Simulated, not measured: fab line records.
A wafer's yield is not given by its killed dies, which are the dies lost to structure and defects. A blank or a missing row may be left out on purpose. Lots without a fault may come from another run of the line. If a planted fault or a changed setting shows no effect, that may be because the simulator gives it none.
What tool caused it? | flow n5_finfet | 9 lots, 27 wafers sampled, at 4 steps of a route of 1938

== WHAT THE GAUGES READ, wafer by wafer ==
N5_BEOL_M3_THK_MEAS_01.
lot  | measured     | on            | M3_ILD_THK (nm)
L449 | day 7 05:31  | film_metro-02 | 78.9 80.5 78.9
L451 | day 7 18:55  | film_metro-01 | 76.9 78.3 79.2
L453 | day 8 13:37  | film_metro-02 | 80.5 79.1 80.5
L456 | day 8 23:22  | film_metro-01 | 70.0 71.2 71.3
L462 | day 10 20:04 | film_metro-01 | 69.3 69.9 71.0
L464 | day 11 04:38 | film_metro-01 | 78.0 79.1 80.2
L466 | day 11 20:05 | film_metro-01 | 77.8 78.4 78.7
L469 | day 13 05:54 | film_metro-01 | 78.7 80.3 80.3
L470 | day 13 07:47 | film_metro-01 | 78.2 78.9 79.7

== WHICH TOOL RAN EACH LOT (tool, then ch and the chambers of the sampled wafers, then the start) ==
lot  | N5_BEOL_M2_ANNEAL_87         | N5_BEOL_M2_ANNEAL_51             | N5_BEOL_M3_ILD_DEP_00
L449 | pvd_sputter-02, day 7 03:02  | rtp_anneal-01 ch 0, day 7 04:16  | pecvd-01 ch 0,1,2, day 7 05:28
L451 | pvd_sputter-02, day 7 16:39  | rtp_anneal-02 ch 0, day 7 17:56  | pecvd-02 ch 0,2, day 7 18:52
L453 | pvd_sputter-03, day 8 11:22  | rtp_anneal-01 ch 0, day 8 12:38  | pecvd-01 ch 1,2, day 8 13:34
L456 | pvd_sputter-01, day 8 21:02  | rtp_anneal-02 ch 0, day 8 22:17  | pecvd-01 ch 0,1, day 8 23:17
L462 | pvd_sputter-02, day 10 17:52 | rtp_anneal-02 ch 0, day 10 19:05 | pecvd-01 ch 0,2, day 10 20:00
L464 | pvd_sputter-01, day 11 02:22 | rtp_anneal-02 ch 0, day 11 03:37 | pecvd-03 ch 0,1,2, day 11 04:34
L466 | pvd_sputter-03, day 11 17:53 | rtp_anneal-02 ch 0, day 11 19:06 | pecvd-03 ch 1,2, day 11 20:01
L469 | pvd_sputter-01, day 13 03:22 | rtp_anneal-01 ch 0, day 13 04:54 | pecvd-03 ch 0,1,2, day 13 05:50
L470 | pvd_sputter-02, day 13 05:35 | rtp_anneal-01 ch 0, day 13 06:49 | pecvd-03 ch 0,1, day 13 07:44
- N5_BEOL_M2_ANNEAL_87: time 240 s.
- N5_BEOL_M2_ANNEAL_51: time 90 s.
- N5_BEOL_M3_ILD_DEP_00: deposits SiOC from DEMS/O2, target thk 79 nm, time 15.3 s.

== THE ANSWER, worked out from the rows above alone ==
Rule: the lots themselves supply what counts as usual. The widest of any qualifying gaps counts: lots, ordered by their means at a reading, are off when they make up no more than a third of the lots, leave a main group of 4 or more, and stand apart from it by 3 or more times the standard deviation of that group's means. If all means in a main group match to the digits the tables above print for the reading, that group is not used. A lot without any number at a reading at which 4 lots or more have one is off too. Where the step has rows for the other lots, those lots are counted as sound.
Off: L456, L462, at N5_BEOL_M3_THK_MEAS_01 (M3_ILD_THK). Mean 79.1 nm and standard deviation 0.66 in the main group.
A tool fits if, at a process step before that reading, it ran every lot that is off, and no sound lot after the first of them. Those tools and the gauges at N5_BEOL_M3_THK_MEAS_01 are tried in the same way. One fits: N5_BEOL_M3_ILD_DEP_00 on pecvd-01. A fault onset in the window from L453 (day 8 13:34, its last sound lot) to L456 (day 8 23:17, its first lot off) fits.

== WHAT THE SIMULATOR HAD INSERTED ==
Site profile drift: pecvd-01, from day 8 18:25 on, at N5_BEOL_M3_ILD_DEP_00. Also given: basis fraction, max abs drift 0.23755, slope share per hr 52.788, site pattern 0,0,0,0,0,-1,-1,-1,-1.
Shown lots that were struck: L456, L462. The rule above reached the same finding.
